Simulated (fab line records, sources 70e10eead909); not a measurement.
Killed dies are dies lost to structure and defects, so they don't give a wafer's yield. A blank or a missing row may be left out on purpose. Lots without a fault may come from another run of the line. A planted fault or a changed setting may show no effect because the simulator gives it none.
Chamber matching | flow nand_harc | NHARC_A_STAIRCASE_DESCUM_270 on rie_diel-13: 4 sister chambers
The step chemistry O2, time 3 s. 18 wafers are shown with their chamber, then 9 later ones without.

WAFERS WITH THEIR CHAMBER
wafer  | chamber | showerhead_plenum_p_Torr (Torr) | throttle_valve_pct (%) | rf_vpp_V (V)
L074.2 | 1       | 2.06                            | 11.310                 | 59.7
L074.4 | 2       | 1.98                            | 11.313                 | 57.4
L074.5 | 0       | 1.91                            | 11.305                 | 58.8
L076.1 | 0       | 1.91                            | 11.317                 | 57.7
L076.2 | 3       | 1.78                            | 11.314                 | 55.6
L076.4 | 1       | 2.06                            | 11.306                 | 58.0
L079.2 | 3       | 1.77                            | 11.318                 | 57.3
L079.4 | 2       | 1.97                            | 11.315                 | 58.7
L079.6 | 3       | 1.77                            | 11.301                 | 57.7
L084.4 | 2       | 1.97                            | 11.302                 | 57.0
L084.5 | 2       | 1.97                            | 11.309                 | 57.7
L084.6 | 3       | 1.77                            | 11.298                 | 57.3
L088.3 | 0       | 1.90                            | 11.310                 | 56.1
L088.4 | 2       | 1.96                            | 11.324                 | 58.3
L088.6 | 2       | 1.96                            | 11.296                 | 57.7
L090.1 | 0       | 1.89                            | 11.317                 | 58.3
L090.2 | 1       | 2.04                            | 11.298                 | 57.0
L090.6 | 3       | 2.08                            | 11.309                 | 58.4

SIGNATURES (means of the wafers above)
reading                  | chamber 0 | chamber 1 | chamber 2 | chamber 3 | scatter within a chamber
showerhead_plenum_p_Torr | 1.9025    | 2.0533    | 1.9683    | 1.8340    | 0.0739
throttle_valve_pct       | 11.31225  | 11.30467  | 11.30983  | 11.30800  | 0.00826
rf_vpp_V                 | 57.725    | 58.233    | 57.800    | 57.260    | 1
Rule: a wafer's distance from a chamber is the root of the sum, over the readings, of the square of ((its reading less the chamber's mean) divided by the reading's scatter). The wafer belongs to the nearest chamber; if the next one is less than 2 further off, it can't be placed. The scatter: the root of (the sum of the squares of (reading less its chamber's mean) over the shown wafers, divided by (wafers less chambers)).

WAFERS WITHOUT THEIR CHAMBER
wafer  | showerhead_plenum_p_Torr (Torr) | throttle_valve_pct (%) | rf_vpp_V (V)
L093.2 | 1.96                            | 11.313                 | 58.5
L093.3 | 1.89                            | 11.304                 | 57.5
L093.4 | 2.07                            | 11.321                 | 59.4
L095.1 | 2.07                            | 11.321                 | 58.0
L095.2 | 1.89                            | 11.314                 | 58.4
L095.5 | 1.89                            | 11.318                 | 57.1
L094.1 | 2.04                            | 11.309                 | 58.6
L094.2 | 2.07                            | 11.325                 | 58.7
L094.5 | 2.04                            | 11.313                 | 60.3

WHICH CHAMBER EACH WENT THROUGH
wafer  | from the rows above               | in truth
L093.2 | can't be placed: 2 or 0 or 1 or 3 | 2
L093.3 | can't be placed: 3 or 0 or 2 or 1 | 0
L093.4 | can't be placed: 1 or 2 or 0 or 3 | 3
L095.1 | can't be placed: 2 or 1 or 0 or 3 | 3
L095.2 | can't be placed: 0 or 2 or 3 or 1 | 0
L095.5 | can't be placed: 0 or 3 or 2      | 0
L094.1 | can't be placed: 1 or 2 or 0      | 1
L094.2 | can't be placed: 2 or 1 or 0 or 3 | 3
L094.5 | can't be placed: 1 or 2 or 0 or 3 | 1
Placed correctly: 0 of 9. Can't be placed from these rows: 9 (the true chamber is among the candidates in 9). Placed wrongly: 0.
